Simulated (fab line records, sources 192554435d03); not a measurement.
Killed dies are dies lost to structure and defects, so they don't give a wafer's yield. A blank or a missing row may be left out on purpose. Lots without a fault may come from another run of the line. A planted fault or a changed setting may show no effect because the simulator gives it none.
Problem report in the 8D (eight disciplines) form, filled by code | flow n5_finfet | the parts of the form that need people (team, actions taken, sign-off) are left out
Where a reading is given only as a bound, like >300, the bound stands for it, and a mean or a difference that rests on one is marked > or <: the true number lies beyond.

1. THE PROBLEM
raw_defect_count at N5_BEOL_M14_INSPECT_30 reads a mean of >300 on 6 wafers of 2 lots; wafers without a fault read 1.9 with a standard deviation of 1.4. That is +99 or more standard deviations from the usual mean.
The step: inspects for defects (macro).
First seen on wafer L497.3, day 13 18:55, on defect_inspect-01. The record holds 30 wafers of 10 lots with a number at this step. Rule for "out", or "out of limits": more than 4 standard deviations from the usual mean. The other wafers with a number count as sound.

2. WHAT IT IS AND WHAT IT IS NOT
question                    | is                                   | is not
which readings at this step | raw_defect_count                     | -
which lots                  | L497, L499                           | L491, L504, L505, L506, L507, L509, L510, L511
which wafers of those lots  | all that have a number               | -
read on which gauges        | defect_inspect-01, defect_inspect-02 | -
when                        | from day 13 18:55                    | up to then (3 sound wafers); but 21 sound wafers of L504, L505, L506, L507, L509, L510, L511 came after

3. SUSPECTS, AND WHAT RULES EACH OUT
Counting: a tool at a process step up to the reading stays a suspect if it ran every lot that is out and no sound lot after the first of them.
- the gauge at N5_BEOL_M14_INSPECT_30: ruled out. The wafers that are out were read on 2 gauges (defect_inspect-01, defect_inspect-02).
- rie_diel-03 at N5_BEOL_M14_STRIP_64 (strips in O2): ruled out as a lasting fault. Sound lots L504, L509 ran on it after its first lot that is out, L497 (day 13 18:21). N5_BEOL_M14_STRIP_64 gives no start for some lots, so the hours and the order of its lots are those of N5_BEOL_M14_STRIP_71.
- wet_bench-01 at N5_BEOL_M14_STRIP_71 (strips in post etch residue remover, time 60 s): ruled out as a lasting fault. Sound lots L510, L511 ran on it after its first lot that is out, L497 (day 13 18:21).
Left after counting: nothing in the record.

4. THE CAUSE (what the simulator had put in)
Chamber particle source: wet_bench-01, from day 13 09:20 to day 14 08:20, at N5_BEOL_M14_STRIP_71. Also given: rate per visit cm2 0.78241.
Counting ruled it out, wrongly: the rule takes a fault to strike every lot that its tool runs from its start on, and this one did not.

5. THE CHAIN OF EFFECTS, in route order
Each row: a reading whose mean over the struck wafers that have a number lies more than 3 standard deviations from the usual. Only readings for which the record gives a usual standard deviation are gone through. hours: the time from each lot's start at the first step in this table that gives one to its start at this step, as a median over the lots. sigmas: the change in usual standard deviations.
hours | step                    | reading              | usual  | on struck wafers | change | sigmas
0     | N5_BEOL_M14_INSPECT_30  | raw_defect_count     | 1.9    | >300             | >+298  | +99 or more
28    | N5_PASSIVATION_PROBE_49 | defect_limited_yield | 90.9 % | 83.4             | -7.5   | -4.7
28    | N5_PASSIVATION_PROBE_49 | killed_at_M4_up      | 14     | 117              | +103   | +18
28    | N5_PASSIVATION_PROBE_49 | killed_dies          | 107    | 196              | +89    | +4.7
28    | N5_PASSIVATION_PROBE_49 | sort_bin_5_function  | 5.3 %  | 10.4             | +5.1   | +4.6
28    | N5_PASSIVATION_PROBE_49 | sort_n_pass          | 1073   | 984              | -89    | -4.7
The process steps in it:
- N5_PASSIVATION_PROBE_49

6. WHAT WOULD HAVE CAUGHT IT SOONER
In this record the first reading out of limits at a measuring or inspecting step was taken at day 13 18:55, 10 hours after the fault began at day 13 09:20.
